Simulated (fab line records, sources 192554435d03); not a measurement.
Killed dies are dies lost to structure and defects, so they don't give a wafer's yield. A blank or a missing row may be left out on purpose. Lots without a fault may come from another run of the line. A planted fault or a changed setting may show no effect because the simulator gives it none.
Chamber matching | flow n5_finfet | N5_BEOL_M0_SAQP_ILD_DEP_01 on pecvd-02: 3 sister chambers
The step deposits SiOC from DEMS/O2, target thk 45.419 nm, time 8.7 s. 6 wafers are shown with their chamber, then 10 later ones without.

WAFERS WITH THEIR CHAMBER
wafer  | chamber | throttle_valve_pct (%) | heater_power_w (W)
L083.4 | 1       | 12.3                   | 598
L087.4 | 2       | 10.8                   | 460
L087.5 | 1       | 12.1                   | 558
L087.6 | 0       | 11.6                   | 530
L090.4 | 2       | 10.5                   | 442
L090.5 | 0       | 11.6                   | 559

WAFERS WITHOUT THEIR CHAMBER
wafer  | throttle_valve_pct (%) | heater_power_w (W)
L090.6 | 11.1                   | 428
L094.4 | 11.5                   | 499
L094.5 | 11.0                   | 406
L094.6 | 12.3                   | 610
L095.2 | 12.3                   | 522
L095.3 | 10.9                   | 403
L095.5 | 10.8                   | 406
L097.3 | 11.3                   | 557
L097.4 | 10.9                   | 404
L097.6 | 11.4                   | 560

WHICH CHAMBER EACH WENT THROUGH
wafer  | from the rows above | in truth
L090.6 | 2                   | 2
L094.4 | 0                   | 0
L094.5 | 2                   | 2
L094.6 | 1                   | 1
L095.2 | 1                   | 1
L095.3 | 2                   | 2
L095.5 | 2                   | 2
L097.3 | 0                   | 0
L097.4 | 2                   | 2
L097.6 | 0                   | 0
Placed correctly: 10 of 10. Can't be placed from these rows: 0. Placed wrongly: 0.
How it was worked out, from the rows above alone: a wafer's distance from a chamber is the root of the sum, over the readings, of the square of ((its reading less the chamber's mean) divided by the reading's scatter). The wafer belongs to the nearest chamber; if the next one is less than 2 further off, it can't be placed. A chamber's mean is the mean of its shown wafers. The scatter: the root of (the sum of the squares of (reading less its chamber's mean) over the shown wafers, divided by (wafers less chambers)).
